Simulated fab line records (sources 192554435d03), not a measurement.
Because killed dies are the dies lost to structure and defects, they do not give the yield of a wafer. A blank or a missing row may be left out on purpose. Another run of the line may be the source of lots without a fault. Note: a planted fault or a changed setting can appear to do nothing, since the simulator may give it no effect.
fab line records	flow n5-finfet
record: lots: 7	wafers: 21
route steps=1938 shown BEOL_M1@778 BEOL_M3@941 BEOL_M4@1028
start-h: the number of hours between the record's first day and the start of the first shown wafer of the lot	wait-h: hours since the lot's step before	" unchanged from the row above	L1.1+2: a row that stands for several wafers	- value missing, or start not given	* or withheld: withheld	< > ~ a bound
route shown NAME@n: NAME is a module with steps in the file, n the number in the route of the first one	usual: mean/standard deviation taken from wafers without a fault	same: alike in all rows	chamber/n: place in a boat	sites: each site's reading	_std_site: the standard deviation of these	_edge_site: mean of outer sites minus mean of inner sites	radius-mm: for every site, how far away it sits from the centre of the wafer	mask NAME#n: copy n	behind: the last tool/chamber to shape the wafer	hold: why the lot was held/for how many hours/how that ended	device: which transistor (n, p or np) failed to switch	end of line: the same wafers' tests at the end of the route	a step with no rows: only its recipe	killed: at the first sort, the dies lost to defects and structure; wafer yield is something else	map: shows each die of a wafer: x if killed, . if not, _ if none is there
set.NAME: the setting as run; set.NAME@STEP: as run at that earlier step	model.NAME: the simulator's own value behind a step, which no gauge read
lots whose settings were changed on purpose; a table a step, a row a wafer
== steps ==
step: N5_BEOL_M1_COAT_68
recipe: resist: SiARC	temp-c: 220	time-s: 60	spin-rpm: 1500	resist-thk-nm: 12
lot.wafer	tool	chamber	start-h	wait-h	set.spin-rpm	model.SiARC_of_BEOL_M1_COAT_68.thk-nm
L079.1+2	litho-track-05	0	-	-	1368	12.6
L079.6	"	0	"	"	1500	12
L080.2	litho-track-05	0	-	-	1500	12
L080.3+5	"	0	"	"	1452	12.2
L082.2	litho-track-01	0	-	-	1339	12.8
L082.3+5	"	0	"	"	1500	12
L085.1+2+5	litho-track-03	0	-	-	1500	12
L093.2+4+5	litho-track-01	0	-	-	1447	12.2
L094.1+3+5	litho-track-03	0	-	-	1500	12
L097.2+3+6	litho-track-05	0	-	-	1500	12
step: N5_BEOL_M1_COAT_76
recipe: resist: underlayer	temp-c: 205	time-s: 60	spin-rpm: 1500	resist-thk-nm: 5
step: N5_BEOL_M1_COAT_22
recipe: resist: CAR-EUV	spin-rpm: 1500	resist-thk-nm: 30
step: N5_BEOL_M1_DESCUM_33
recipe: chemistry: O2	time-s: 7	source-power-w: 50	bias-power-w: 20	pressure-mtorr: 20	rf-frequency-hz: 2.712e+07	temp-c: 40	resist: CAR-EUV	o2-flow-sccm: 225
step: N5_BEOL_M1_ETCH_77
recipe: chemistry: N2/H2	target: underlayer	target-depth-a: 65	mask-material: CAR-EUV	time-s: 5.2	ion-energy-ev: 200	pressure-mtorr: 30	source-w: 840	bias-w: 150	n2-flow-sccm: 200	h2-flow-sccm: 200	ends: cleared
step: N5_BEOL_M1_ETCH_69
recipe: chemistry: CF4	target: SiARC	target-depth-a: 156	mask-material: CAR-EUV	time-s: 26	ion-energy-ev: 80	pressure-mtorr: 40	source-w: 545	bias-w: 36	Ar_flow_sccm: 100	cf4-flow-sccm: 100	ends: cleared
lot.wafer	tool	chamber	start-h	wait-h	set.spin-rpm@BEOL_M1_COAT_68	model.etch.depth-nm	model.CAR-EUV_of_BEOL_M1_COAT_22.thk-nm
L079.1	rie-diel-02	3	155.49	0.0	1368	12.57	10.8
L079.2	"	1	"	"	1368	12.54	10.8
L079.6	"	3	"	"	1500	11.98	11.2
L080.2	rie-diel-02	1	160.74	0.0	1500	11.96	11.2
L080.3	"	0	"	"	1452	12.19	10.8
L080.5	"	3	"	"	1452	12.22	11
L082.2	rie-diel-03	3	176.52	0.0	1339	12.77	10.6
L082.3	"	0	"	"	1500	12.03	11.2
L082.5	"	2	"	"	1500	12.04	11
L085.1+5	rie-diel-03	0,3	192.55	0.0	1500	11.95	11.2
L085.2	"	2	"	"	1500	11.97	11.2
L093.2+5	rie-diel-02	0,2	238.92	0.0	1447	12.23	11
L093.4	"	2	"	"	1447	12.26	11
L094.1	rie-diel-03	2	241.25	0.0	1500	12	11
L094.3	"	1	"	"	1500	11.97	11.2
L094.5	"	2	"	"	1500	12.01	11.2
L097.2+3	rie-diel-03	2,3	271.33	0.0	1500	12.01	11.2
L097.6	"	1	"	"	1500	11.98	11.2
step: N5_BEOL_M1_ALD_98
recipe: material: SiO2	target-thk-a: 25	temp-c: 100	ald-precursor-family: BDEAS	ald-co-reactant: O2-plasma	pulse-time-s: 1	co-reactant-pulse-time-s: 1	purge-time-s: 2	co-reactant-purge-time-s: 2	ald-cycles: 17	pressure-torr: 2
step: N5_BEOL_M1_ETCHBACK_99
recipe: chemistry: CHF3	target: SiO2	target-depth-a: 50	time-s: 10.4	source-w: 215	bias-w: 47	Ar_flow_sccm: 200	CHF3_flow_sccm: 12	ion-energy-ev: 100	pressure-mtorr: 30
lot.wafer	tool	chamber	start-h	wait-h	set.spin-rpm@BEOL_M1_COAT_68	model.CAR-EUV_of_BEOL_M1_COAT_22.thk-nm
L079.1	rie-diel-03	0	156.25	0.2	1368	10
L079.2	"	3	"	"	1368	10.2
L079.6	"	3	"	"	1500	10.6
L080.2	rie-diel-04	2	161.23	0.1	1500	10.4
L080.3+5	"	1,2	"	"	1452	10.2
L082.2	rie-diel-03	3	176.85	0.1	1339	9.8
L082.3+5	"	2,3	"	"	1500	10.4
L085.1	rie-diel-03	0	194.87	2.2	1500	10.6
L085.2+5	"	3,0	"	"	1500	10.4
L093.2+4+5	rie-diel-03	1,3,2	239.55	0.5	1447	10.2
L094.1+3+5	rie-diel-04	1,3,1	242.89	0.1	1500	10.4
L097.2+3+6	rie-diel-04	1,2,2	278.57	5.8	1500	10.4
step: N5_BEOL_M3_EXPOSE_08
recipe: mask-id: M3	na: 0.33	source-shape: dipole	sigma-inner: 0.369	sigma-outer: 0.767	polarization: unpolarized	dose-mj: 33
lot.wafer	tool	chamber	start-h	wait-h	mask	set.dose-mj
L079.1+6	euv-scanner-02	0	172.43	-	M3#0	32.02
L079.2	"	0	"	"	M3#0	33
L080.2+3+5	euv-scanner-02	0	180.60	-	M3#0	33
L082.2	euv-scanner-02	0	197.35	-	M3#0	34.65
L082.3+5	"	0	"	"	M3#0	33
L085.1	euv-scanner-01	0	214.56	-	M3#0	33
L085.2+5	"	0	"	"	M3#0	30.96
L093.2+4	euv-scanner-02	0	256.31	-	M3#0	33
L093.5	"	0	"	"	M3#0	31.93
L094.1+3+5	euv-scanner-02	0	263.08	-	M3#0	33
L097.2+6	euv-scanner-01	0	303.50	-	M3#0	31.23
L097.3	"	0	"	"	M3#0	33
step: N5_BEOL_M3_PEB_09
recipe: peb-temp-c: 100	peb-time-s: 60	resist: CAR-EUV
step: N5_BEOL_M3_DEVELOP_10
recipe: develop-time-s: 30	developer: TMAH	resist: CAR-EUV	rinse-liquid: surfactant-rinse	dry: air-spin	dev-temp-c: 23
step: N5_BEOL_M3_CD_MEAS_11
recipe: target-cd-nm: 17.05	landing-energy-ev: 500	detector: se-inlens	polarity: opening
usual: cd-nm: 17.07/0.21
lot.wafer	tool	chamber	start-h	wait-h	set.dose-mj@BEOL_M3_EXPOSE_08	cd-nm
L079.1	cd-sem-01	0	172.55	-	32.02	16.52
L079.2	"	0	"	"	33	16.98
L079.6	"	0	"	"	32.02	16.60
L080.2	cd-sem-01	0	180.72	-	33	17.05
L080.3	"	0	"	"	33	17.22
L080.5	"	0	"	"	33	17.14
L082.2	cd-sem-02	0	197.47	-	34.65	17.90
L082.3	"	0	"	"	33	17.05
L082.5	"	0	"	"	33	17.23
L085.1	cd-sem-03	0	214.68	-	33	17.50
L085.2	"	0	"	"	30.96	16.04
L085.5	"	0	"	"	30.96	15.94
L093.2	cd-sem-01	0	256.43	-	33	17.58
L093.4	"	0	"	"	33	17.21
L093.5	"	0	"	"	31.93	16.37
L094.1	cd-sem-01	0	263.21	-	33	16.71
L094.3	"	0	"	"	33	17.04
L094.5	"	0	"	"	33	17.15
L097.2	cd-sem-03	0	303.63	-	31.23	16.18
L097.3	"	0	"	"	33	17.07
L097.6	"	0	"	"	31.23	16.04
step: N5_BEOL_M3_DESCUM_16
recipe: chemistry: O2	time-s: 7	source-power-w: 50	bias-power-w: 20	pressure-mtorr: 20	rf-frequency-hz: 2.712e+07	temp-c: 40	resist: CAR-EUV	o2-flow-sccm: 225
step: N5_BEOL_M3_ETCH_74
recipe: chemistry: N2/H2	target: underlayer	target-depth-a: 65	mask-material: CAR-EUV	time-s: 5.2	ion-energy-ev: 200	pressure-mtorr: 30	source-w: 840	bias-w: 150	n2-flow-sccm: 200	h2-flow-sccm: 200	ends: cleared
lot.wafer	tool	chamber	start-h	wait-h	set.dose-mj@BEOL_M3_EXPOSE_08	model.BEOL_M3.cd-offset-nm
L079.1+6	rie-diel-02	1,0	173.10	0.0	32.02	-0.6
L079.2	"	3	"	"	33	0.2
L080.2+3	rie-diel-03	2,0	180.97	0.0	33	0
L080.5	"	3	"	"	33	0.2
L082.2	rie-diel-03	0	197.63	0.0	34.65	1
L082.3	"	2	"	"	33	0
L082.5	"	0	"	"	33	0.2
L085.1	rie-diel-03	3	214.85	0.0	33	0.2
L085.2+5	"	2,1	"	"	30.96	-1.2
L093.2+4	rie-diel-02	3,0	256.59	0.0	33	0
L093.5	"	3	"	"	31.93	-0.6
L094.1+3+5	rie-diel-04	0,1,1	263.37	0.0	33	0
L097.2	rie-diel-04	0	303.78	0.0	31.23	-0.8
L097.3	"	2	"	"	33	0
L097.6	"	0	"	"	31.23	-1
step: N5_BEOL_M3_ETCH_63
recipe: chemistry: CF4	target: SiARC	target-depth-a: 156	mask-material: CAR-EUV	time-s: 26	ion-energy-ev: 80	pressure-mtorr: 40	source-w: 545	bias-w: 36	Ar_flow_sccm: 100	cf4-flow-sccm: 100	ends: cleared
lot.wafer	tool	chamber	start-h	wait-h	set.dose-mj@BEOL_M3_EXPOSE_08	model.BEOL_M3.cd-offset-nm
L079.1	rie-diel-02	1	173.11	0.0	32.02	-0.4
L079.2	"	3	"	"	33	0.2
L079.6	"	0	"	"	32.02	-0.6
L080.2	rie-diel-03	2	180.98	0.0	33	0
L080.3+5	"	0,3	"	"	33	0.2
L082.2	rie-diel-03	0	197.64	0.0	34.65	1
L082.3+5	"	2,0	"	"	33	0.2
L085.1	rie-diel-03	3	214.87	0.0	33	0.2
L085.2	"	2	"	"	30.96	-1.2
L085.5	"	1	"	"	30.96	-1
L093.2+4	rie-diel-02	3,0	256.60	0.0	33	0
L093.5	"	3	"	"	31.93	-0.6
L094.1	rie-diel-04	0	263.39	0.0	33	-0.2
L094.3+5	"	1	"	"	33	0
L097.2	rie-diel-04	0	303.80	0.0	31.23	-0.8
L097.3	"	2	"	"	33	0
L097.6	"	0	"	"	31.23	-1
step: N5_BEOL_M3_ETCH_64
recipe: chemistry: N2/H2	target: SOC	target-depth-a: 750	overetch-a: 150	mask-material: SiARC	temp-c: 40	time-s: 112.5	ion-energy-ev: 200	pressure-mtorr: 30	source-w: 840	bias-w: 150	n2-flow-sccm: 200	h2-flow-sccm: 200
step: N5_BEOL_M3_STRIP_65
recipe: chemistry: N2/H2	temp-c: 40	n2-flow-sccm: 200	h2-flow-sccm: 200	rf-frequency-hz: 6e+07
step: N5_BEOL_M3_STRIP_75
recipe: chemistry: N2/H2	temp-c: 40	n2-flow-sccm: 200	h2-flow-sccm: 200	rf-frequency-hz: 6e+07
step: N5_BEOL_M3_STRIP_66
recipe: chemistry: CF4	resist: SiARC	power-w: 300	bias-power-w: 75	pressure-mtorr: 50	cf4-flow-sccm: 150	rf-frequency-hz: 6e+07
step: N5_BEOL_M3_HM_OPEN_17
recipe: chemistry: Cl2/BCl3	target-depth-a: 200	overetch-a: 60	target: TiN	mask-material: SOC	ion-energy-ev: 150	pressure-mtorr: 10	icp-w: 1000	bias-w: 126	Cl2_flow_sccm: 53.25	bcl3-flow-sccm: 21.75	Ar_flow_sccm: 25
lot.wafer	tool	chamber	start-h	wait-h	set.dose-mj@BEOL_M3_EXPOSE_08	model.BEOL_M3.cd-offset-nm
L079.1+6	rie-metal-01	0	173.31	0.0	32.02	-0.4
L079.2	"	1	"	"	33	0
L080.2+3+5	rie-metal-01	1,0,0	181.18	0.0	33	0.2
L082.2	rie-metal-01	1	197.84	0.0	34.65	1.2
L082.3+5	"	0	"	"	33	0.2
L085.1	rie-metal-01	1	215.07	0.0	33	0.2
L085.2+5	"	0	"	"	30.96	-1.2
L093.2	rie-metal-01	0	256.80	0.0	33	0
L093.4	"	1	"	"	33	0.2
L093.5	"	1	"	"	31.93	-0.6
L094.1	rie-metal-03	0	263.58	0.0	33	0
L094.3+5	"	0	"	"	33	0.2
L097.2	rie-metal-01	0	304.00	0.0	31.23	-0.8
L097.3	"	0	"	"	33	0.2
L097.6	"	0	"	"	31.23	-1
step: N5_BEOL_M3_STRIP_19
recipe: chemistry: O2	power-w: 400	temp-c: 40	pressure-mtorr: 30	rf-frequency-hz: 6e+07	bias-power-w: 0	overash-fraction: 0.2	o2-flow-sccm: 225
step: N5_BEOL_M3_CD_MEAS_18
recipe: pitch-nm: 36	target-cd-nm: 18
usual: cd-nm: 18.1/0.33
lot.wafer	tool	chamber	start-h	wait-h	set.dose-mj@BEOL_M3_EXPOSE_08	cd-nm
L079.1	cd-sem-03	-	173.50	0.0	32.02	17.4
L079.2	"	-	"	"	33	18.2
L079.6	"	-	"	"	32.02	17.4
L080.2	cd-sem-02	-	181.36	0.1	33	18.3
L080.3	"	-	"	"	33	18.6
L080.5	"	-	"	"	33	18.2
L082.2	cd-sem-02	-	198.11	0.1	34.65	19.4
L082.3	"	-	"	"	33	18.1
L082.5	"	-	"	"	33	18.2
L085.1	cd-sem-01	-	215.25	0.0	33	18.5
L085.2	"	-	"	"	30.96	16.8
L085.5	"	-	"	"	30.96	17.2
L093.2	cd-sem-01	-	256.98	0.1	33	18.0
L093.4	"	-	"	"	33	18.5
L093.5	"	-	"	"	31.93	17.5
L094.1	cd-sem-03	-	263.83	0.0	33	18.2
L094.3	"	-	"	"	33	18.4
L094.5	"	-	"	"	33	18.6
L097.2	cd-sem-03	-	304.18	0.1	31.23	17.3
L097.3	"	-	"	"	33	18.2
L097.6	"	-	"	"	31.23	17.1
step: N5_BEOL_M3_COAT_67
recipe: resist: SOC	temp-c: 250	time-s: 60	spin-rpm: 1500	resist-thk-nm: 60
step: N5_BEOL_M3_COAT_68
recipe: resist: SiARC	temp-c: 220	time-s: 60	spin-rpm: 1500	resist-thk-nm: 12
step: N5_BEOL_M3_PRECLEAN_42
recipe: chemistry: residue-remover	time-s: 60	temp-c: 40
step: N5_BEOL_M3_SRD_43
recipe: time-s: 30	temp-c: 23	rinse-liquid: diw	dry: ipa-marangoni
step: N5_BEOL_M3_CD_MEAS_35
recipe: target-cd-nm: 18	target-cd-y-nm: 21	polarity: opening
usual: cd-nm: 18.08/0.28
lot.wafer	tool	chamber	start-h	wait-h	set.dose-mj@BEOL_M3_EXPOSE_08	cd-nm
L079.1	cd-sem-02	-	175.44	0.0	32.02	17.53
L079.2	"	-	"	"	33	17.97
L079.6	"	-	"	"	32.02	17.75
L080.2	cd-sem-01	-	182.60	0.0	33	18.05
L080.3	"	-	"	"	33	18.32
L080.5	"	-	"	"	33	18.36
L082.2	cd-sem-02	-	199.54	0.0	34.65	19.13
L082.3	"	-	"	"	33	18.06
L082.5	"	-	"	"	33	18.21
L085.1	cd-sem-02	-	216.74	0.0	33	17.97
L085.2	"	-	"	"	30.96	16.99
L085.5	"	-	"	"	30.96	17.00
L093.2	cd-sem-01	-	259.40	0.0	33	18.13
L093.4	"	-	"	"	33	18.39
L093.5	"	-	"	"	31.93	17.35
L094.1	cd-sem-01	-	266.09	0.0	33	18.05
L094.3	"	-	"	"	33	18.07
L094.5	"	-	"	"	33	18.36
L097.2	cd-sem-01	-	306.17	0.0	31.23	17.21
L097.3	"	-	"	"	33	17.94
L097.6	"	-	"	"	31.23	17.28
step: N5_BEOL_M4_COAT_05
recipe: resist: CAR-EUV	spin-rpm: 1500	resist-thk-nm: 30
lot.wafer	tool	chamber	start-h	wait-h	set.spin-rpm	model.CAR-EUV_of_BEOL_M4_COAT_05.thk-nm
L079.1+6	litho-track-01	0	-	-	1429	30.8
L079.2	"	0	"	"	1500	30
L080.2+3	litho-track-05	0	-	-	1614	28.8
L080.5	"	0	"	"	1500	29.8
L082.2	litho-track-01	0	-	-	1369	31.6
L082.3+5	"	0	"	"	1369	31.4
L085.1+2	litho-track-04	0	-	-	1500	30
L085.5	"	0	"	"	1365	31.6
L093.2+4+5	litho-track-01	0	-	-	1500	30.2
L094.1+5	litho-track-04	0	-	-	1500	30
L094.3	"	0	"	"	1500	29.8
L097.2	litho-track-05	0	-	-	1500	30
L097.3+6	"	0	"	"	1635	28.8
step: N5_BEOL_M4_EXPOSE_08
recipe: mask-id: M4	na: 0.33	source-shape: dipole	sigma-inner: 0.369	sigma-outer: 0.767	polarization: unpolarized	dose-mj: 41.25
lot.wafer	tool	chamber	start-h	wait-h	mask	set.dose-mj
L079.1+2+6	euv-scanner-01	0	183.53	-	M4#0	41.25
L080.2	euv-scanner-02	0	190.87	-	M4#0	39.88
L080.3+5	"	0	"	"	M4#0	41.25
L082.2+3	euv-scanner-01	0	207.58	-	M4#0	41.25
L082.5	"	0	"	"	M4#0	39.62
L085.1+5	euv-scanner-01	0	225.40	-	M4#0	41.25
L085.2	"	0	"	"	M4#0	43.45
L093.2+4	euv-scanner-02	0	266.80	-	M4#0	42.61
L093.5	"	0	"	"	M4#0	41.25
L094.1+3+5	euv-scanner-02	0	271.42	-	M4#0	41.25
L097.2+6	euv-scanner-02	0	311.90	-	M4#0	38.74
L097.3	"	0	"	"	M4#0	41.25
step: N5_BEOL_M4_PEB_09
recipe: peb-temp-c: 100	peb-time-s: 60	resist: CAR-EUV
step: N5_BEOL_M4_DEVELOP_10
recipe: develop-time-s: 30	developer: TMAH	resist: CAR-EUV	rinse-liquid: surfactant-rinse	dry: air-spin	dev-temp-c: 23
step: N5_BEOL_M4_CD_MEAS_11
recipe: target-cd-nm: 16.79	landing-energy-ev: 500	detector: se-inlens	polarity: opening
usual: cd-nm: 16.83/0.26
lot.wafer	tool	chamber	start-h	wait-h	set.dose-mj@BEOL_M4_EXPOSE_08	cd-nm
L079.1	cd-sem-03	0	183.67	-	41.25	16.98
L079.2	"	0	"	"	41.25	17.14
L079.6	"	0	"	"	41.25	16.94
L080.2	cd-sem-03	0	190.99	-	39.88	16.22
L080.3	"	0	"	"	41.25	17.05
L080.5	"	0	"	"	41.25	16.63
L082.2	cd-sem-03	0	207.70	-	41.25	16.63
L082.3	"	0	"	"	41.25	16.73
L082.5	"	0	"	"	39.62	15.90
L085.1	cd-sem-03	0	225.53	-	41.25	16.57
L085.2	"	0	"	"	43.45	17.53
L085.5	"	0	"	"	41.25	16.74
L093.2	cd-sem-03	0	266.93	-	42.61	17.93
L093.4	"	0	"	"	42.61	17.35
L093.5	"	0	"	"	41.25	17.06
L094.1	cd-sem-02	0	271.55	-	41.25	17.30
L094.3	"	0	"	"	41.25	16.61
L094.5	"	0	"	"	41.25	17.15
L097.2	cd-sem-03	0	312.02	-	38.74	15.94
L097.3	"	0	"	"	41.25	17.63
L097.6	"	0	"	"	38.74	15.51
step: N5_BEOL_M4_DESCUM_16
recipe: chemistry: O2	time-s: 7	source-power-w: 50	bias-power-w: 20	pressure-mtorr: 20	rf-frequency-hz: 2.712e+07	temp-c: 40	resist: CAR-EUV	o2-flow-sccm: 225
step: N5_BEOL_M4_ETCH_74
recipe: chemistry: N2/H2	target: underlayer	target-depth-a: 65	mask-material: CAR-EUV	time-s: 5.2	ion-energy-ev: 200	pressure-mtorr: 30	source-w: 840	bias-w: 150	n2-flow-sccm: 200	h2-flow-sccm: 200	ends: cleared
lot.wafer	tool	chamber	start-h	wait-h	set.dose-mj@BEOL_M4_EXPOSE_08	model.BEOL_M4.cd-offset-nm
L079.1+2+6	rie-diel-01	3,1,2	183.98	0.0	41.25	0
L080.2	rie-diel-01	0	191.15	0.0	39.88	-0.6
L080.3	"	1	"	"	41.25	0.2
L080.5	"	0	"	"	41.25	0
L082.2+3	rie-diel-05	1,0	207.86	0.0	41.25	0
L082.5	"	3	"	"	39.62	-0.8
L085.1	rie-diel-01	1	225.88	0.0	41.25	0.2
L085.2	"	3	"	"	43.45	1
L085.5	"	1	"	"	41.25	0
L093.2	rie-diel-01	0	267.09	0.0	42.61	1
L093.4	"	0	"	"	42.61	0.8
L093.5	"	3	"	"	41.25	0.2
L094.1	rie-diel-01	0	271.84	0.0	41.25	0.2
L094.3+5	"	3,0	"	"	41.25	0
L097.2+6	rie-diel-01	2	312.18	0.0	38.74	-1.2
L097.3	"	0	"	"	41.25	0.4
step: N5_BEOL_M4_ETCH_63
recipe: chemistry: CF4	target: SiARC	target-depth-a: 156	mask-material: CAR-EUV	time-s: 26	ion-energy-ev: 80	pressure-mtorr: 40	source-w: 545	bias-w: 36	Ar_flow_sccm: 100	cf4-flow-sccm: 100	ends: cleared
lot.wafer	tool	chamber	start-h	wait-h	set.dose-mj@BEOL_M4_EXPOSE_08	model.BEOL_M4.cd-offset-nm
L079.1+6	rie-diel-01	3,2	184.00	0.0	41.25	0
L079.2	"	1	"	"	41.25	-0.2
L080.2	rie-diel-01	0	191.17	0.0	39.88	-0.4
L080.3	"	1	"	"	41.25	0.2
L080.5	"	0	"	"	41.25	0
L082.2+3	rie-diel-05	1,0	207.88	0.0	41.25	0
L082.5	"	3	"	"	39.62	-0.8
L085.1	rie-diel-01	1	225.90	0.0	41.25	0.2
L085.2	"	3	"	"	43.45	1
L085.5	"	1	"	"	41.25	0
L093.2	rie-diel-01	0	267.10	0.0	42.61	1
L093.4	"	0	"	"	42.61	0.8
L093.5	"	3	"	"	41.25	0.2
L094.1	rie-diel-01	0	271.85	0.0	41.25	0.2
L094.3	"	3	"	"	41.25	-0.2
L094.5	"	0	"	"	41.25	0
L097.2+6	rie-diel-01	2	312.19	0.0	38.74	-1.2
L097.3	"	0	"	"	41.25	0.4
step: N5_BEOL_M4_ETCH_64
recipe: chemistry: N2/H2	target: SOC	target-depth-a: 750	overetch-a: 225	mask-material: SiARC	temp-c: 40	time-s: 121.9	ion-energy-ev: 200	pressure-mtorr: 30	source-w: 840	bias-w: 150	n2-flow-sccm: 200	h2-flow-sccm: 200
lot.wafer	tool	chamber	start-h	wait-h	set.dose-mj@BEOL_M4_EXPOSE_08	model.BEOL_M4.cd-offset-nm
L079.1	rie-diel-01	3	184.03	0.0	41.25	0
L079.2	"	1	"	"	41.25	-0.2
L079.6	"	2	"	"	41.25	0.2
L080.2	rie-diel-01	0	191.20	0.0	39.88	-0.6
L080.3+5	"	1,0	"	"	41.25	0
L082.2	rie-diel-05	1	207.91	0.0	41.25	0.2
L082.3	"	0	"	"	41.25	0
L082.5	"	3	"	"	39.62	-0.6
L085.1	rie-diel-01	1	225.93	0.0	41.25	0
L085.2	"	3	"	"	43.45	1
L085.5	"	1	"	"	41.25	-0.2
L093.2	rie-diel-01	0	267.13	0.0	42.61	1
L093.4	"	0	"	"	42.61	0.8
L093.5	"	3	"	"	41.25	0
L094.1	rie-diel-01	0	271.88	0.0	41.25	0.4
L094.3+5	"	3,0	"	"	41.25	0
L097.2+6	rie-diel-01	2	312.22	0.0	38.74	-1
L097.3	"	0	"	"	41.25	0.6
== key ==
split: step: N5_BEOL_M1_COAT_68	setting: spin-rpm	stated: 1500	by: wafer
response: step: N5_BEOL_M1_COAT_68	reading: model.SiARC_of_BEOL_M1_COAT_68.thk-nm	change: -0.0715	per: 1%	r: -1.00
response: step: N5_BEOL_M1_ETCH_69	reading: model.etch.depth-nm	change: -0.0674	per: 1%	r: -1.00
response: step: N5_BEOL_M1_ETCH_69	reading: model.CAR-EUV_of_BEOL_M1_COAT_22.thk-nm	change: +0.0485	per: 1%	r: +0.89
response: step: N5_BEOL_M1_ETCHBACK_99	reading: model.CAR-EUV_of_BEOL_M1_COAT_22.thk-nm	change: +0.0566	per: 1%	r: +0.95
split: step: N5_BEOL_M3_EXPOSE_08	setting: dose-mj	stated: 33	by: wafer
response: step: N5_BEOL_M3_CD_MEAS_11	reading: cd-nm	change: +0.206	per: 1%	r: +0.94
response: step: N5_BEOL_M3_ETCH_74	reading: model.BEOL_M3.cd-offset-nm	change: +0.2	per: 1%	r: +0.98
response: step: N5_BEOL_M3_ETCH_63	reading: model.BEOL_M3.cd-offset-nm	change: +0.188	per: 1%	r: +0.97
response: step: N5_BEOL_M3_HM_OPEN_17	reading: model.BEOL_M3.cd-offset-nm	change: +0.207	per: 1%	r: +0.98
response: step: N5_BEOL_M3_CD_MEAS_18	reading: cd-nm	change: +0.228	per: 1%	r: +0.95
response: step: N5_BEOL_M3_CD_MEAS_35	reading: cd-nm	change: +0.168	per: 1%	r: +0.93
split: step: N5_BEOL_M4_COAT_05	setting: spin-rpm	stated: 1500	by: wafer
response: step: N5_BEOL_M4_COAT_05	reading: model.CAR-EUV_of_BEOL_M4_COAT_05.thk-nm	change: -0.151	per: 1%	r: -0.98
split: step: N5_BEOL_M4_EXPOSE_08	setting: dose-mj	stated: 41.25	by: wafer
response: step: N5_BEOL_M4_CD_MEAS_11	reading: cd-nm	change: +0.226	per: 1%	r: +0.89
response: step: N5_BEOL_M4_ETCH_74	reading: model.BEOL_M4.cd-offset-nm	change: +0.217	per: 1%	r: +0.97
response: step: N5_BEOL_M4_ETCH_63	reading: model.BEOL_M4.cd-offset-nm	change: +0.21	per: 1%	r: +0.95
response: step: N5_BEOL_M4_ETCH_64	reading: model.BEOL_M4.cd-offset-nm	change: +0.227	per: 1%	r: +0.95
